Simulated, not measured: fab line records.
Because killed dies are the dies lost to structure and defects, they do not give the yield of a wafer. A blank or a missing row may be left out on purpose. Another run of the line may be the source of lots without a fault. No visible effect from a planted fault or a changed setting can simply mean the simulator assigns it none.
Chamber matching + flow n5 finfet + N5_BEOL_M7_STRIP_19 on rie diel-03 has 4 sister chambers
The step strips in O2. 8 wafers are shown with their chamber, then 7 later ones without.

## WAFERS, EACH WITH ITS CHAMBER
| wafer  | chamber | throttle valve pct (%) | oes product au (a.u.) |
|--------|---------|------------------------|-----------------------|
| L074.3 | 0       | 16.75                  | 0.69                  |
| L075.5 | 2       | 16.50                  | 0.72                  |
| L080.2 | 2       | 16.53                  | 0.70                  |
| L080.6 | 1       | 16.98                  | 0.71                  |
| L081.1 | 1       | 17.00                  | 0.70                  |
| L081.5 | 3       | 16.91                  | 0.72                  |
| L088.2 | 3       | 16.90                  | 0.71                  |
| L088.3 | 0       | 16.32                  | 0.97                  |

## WAFERS WHOSE CHAMBER IS MISSING
| wafer  | throttle valve pct (%) | oes product au (a.u.) |
|--------|------------------------|-----------------------|
| L088.5 | 16.58                  | 0.69                  |
| L087.2 | 16.93                  | 0.71                  |
| L087.3 | 16.57                  | 0.69                  |
| L087.5 | 16.93                  | 0.70                  |
| L097.1 | 17.05                  | 0.69                  |
| L097.2 | 16.93                  | 0.69                  |
| L097.6 | 16.37                  | 0.89                  |

## THE CHAMBER EACH PASSED THROUGH
| wafer  | from the rows above          | in truth |
|--------|------------------------------|----------|
| L088.5 | can't be placed: 2 or 0 or 3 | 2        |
| L087.2 | can't be placed: 3 or 1      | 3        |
| L087.3 | can't be placed: 2 or 0 or 3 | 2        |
| L087.5 | can't be placed: 3 or 1      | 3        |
| L097.1 | can't be placed: 1 or 3      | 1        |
| L097.2 | can't be placed: 3 or 1      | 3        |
| L097.6 | can't be placed: 0 or 2      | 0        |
0 of 7 placed correctly. Can't be placed from these rows: 7 (the true chamber is among the candidates in 7). Wrongly placed: 0.
How it was worked out, from the rows above alone: a wafer's distance from a chamber is the root of the sum, over the readings, of the square of ((its reading less the chamber's mean) divided by the reading's scatter). If the next closest chamber is less than 2 further off than the closest, the wafer can't be placed; otherwise it belongs to the closest. A chamber's mean is the mean of its shown wafers. The scatter: take each reading less its chamber's mean, square it, sum over the shown wafers, divide by the number of wafers less the number of chambers, and take the root.
